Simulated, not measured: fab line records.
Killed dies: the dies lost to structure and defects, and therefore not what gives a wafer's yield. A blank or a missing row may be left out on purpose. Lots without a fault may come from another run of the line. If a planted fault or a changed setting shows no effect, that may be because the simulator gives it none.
A lot that was struck, set against a sound lot | flow nand harc | 14 steps out of a route of 1159
Sound: wafers L348.1, L348.2, L348.4. Wafers struck: L337.2, L337.3, L337.6. The cause comes at the end.
At each step with rows: each side's tool, then ch and its chambers, then its first start. Under that, the readings that differ: sound wafers | struck wafers | difference of the means | sigmas: that difference in standard deviations of wafers without a fault.
alike: words and numbers the same on both sides, and readings whose means are apart by under 2 such deviations; not compared: readings that were withheld, readings missing a value for some wafer, numbers with overlapping values and no deviation given by the record, and bounds like >300 which may hide the same value.
A row with sigmas, a row that says differs or no value, or rows on one side alone: a step with any of these is where the two part. Non-overlapping numbers with no deviation appear without sigmas and do not part them. A reading missing from all wafers of one side parts the sides only when that side holds two or more wafers.

first, 7 steps without rows for these wafers: NHARC_A_STAIRCASE_COAT_304; NHARC_A_STAIRCASE_SOFTBAKE_305 (time 170 s); NHARC_A_STAIRCASE_EBR_306; NHARC_A_STAIRCASE_EXPOSE_307 (exposes mask CHOP 50); NHARC_A_STAIRCASE_PEB_308 (peb time 130 s); NHARC_A_STAIRCASE_DEVELOP_309 (time 140 s); NHARC_A_STAIRCASE_HARDBAKE_311 (time 140 s).
NHARC_A_STAIRCASE_DESCUM_312: chemistry O2, time 3 s.
  sound on rie diel-05 ch 0,1,2, day 16 07:01; struck on rie diel-05 ch 0,2, day 14 03:37
  alike: drypump motor current A, oes product au, rf vpp V, showerhead plenum p Torr, throttle valve pct
  not compared: rf hours counter h
NHARC_A_STAIRCASE_ETCH_313: etches the open film in CF4/CHF3.
  sound on rie diel-05 ch 0,1,2, day 16 07:07; struck on rie diel-05 ch 0,1,2, day 14 03:43
  alike: bias w, cf4 flow sccm, drypump motor current A, oes product au, rf vpp V, showerhead plenum p Torr, throttle valve pct
  not compared: rf hours counter h
NHARC_A_STAIRCASE_HM_OPEN_463: chemistry O2/COS.
  sound on rie diel-05 ch 0,2; struck on rie diel-05 ch 0,2,3
  alike: bias w, drypump motor current A, oes product au, rf vpp V, showerhead plenum p Torr, throttle valve pct
  not compared: rf hours counter h
then, 1 step without rows for these wafers: NHARC_A_STAIRCASE_STRIP_464 (strips in O2/COS).
NHARC_A_STAIRCASE_ETCH_453: etches the open film in CF4/O2, target depth 30 nm, overetch 3 nm, time 16.5 s.
  sound on rie diel-05 ch 1,2, day 16 07:38; struck on rie diel-05 ch 1,2,3, day 14 04:10
  no value came back on the struck wafers for any of 8 readings (bias w (W), cf4 flow sccm (sccm) and others); on the sound wafers bias w (W) reads 99.8 100.2 100.1
  not compared: rf hours counter h
NHARC_A_STAIRCASE_ETCH_315: etches the open film in C4F8/O2/Ar, target depth 2500 nm, time 607.1 s.
  sound on rie diel-05 ch 0,1,2; struck on rie diel-05 ch 0,3
  alike: bias w, chamber pressure mTorr, oes product au, rf vpp V
  not compared: rf hours counter h
-- record jumps: 7 days between struck wafers' starts before vs after; left off in module A_STAIRCASE, resumes in module END, first step shown is number 1159 of the route --
NHARC_END_SORT_01:
  only the struck wafers appear in the record here, on prober-02 ch 0 at day 21 15:08; the sound ones have no rows

WHERE THEY PART
First at NHARC_A_STAIRCASE_ETCH_453; last, within this record, at NHARC_END_SORT_01.

WHY: what had been put in by the simulator
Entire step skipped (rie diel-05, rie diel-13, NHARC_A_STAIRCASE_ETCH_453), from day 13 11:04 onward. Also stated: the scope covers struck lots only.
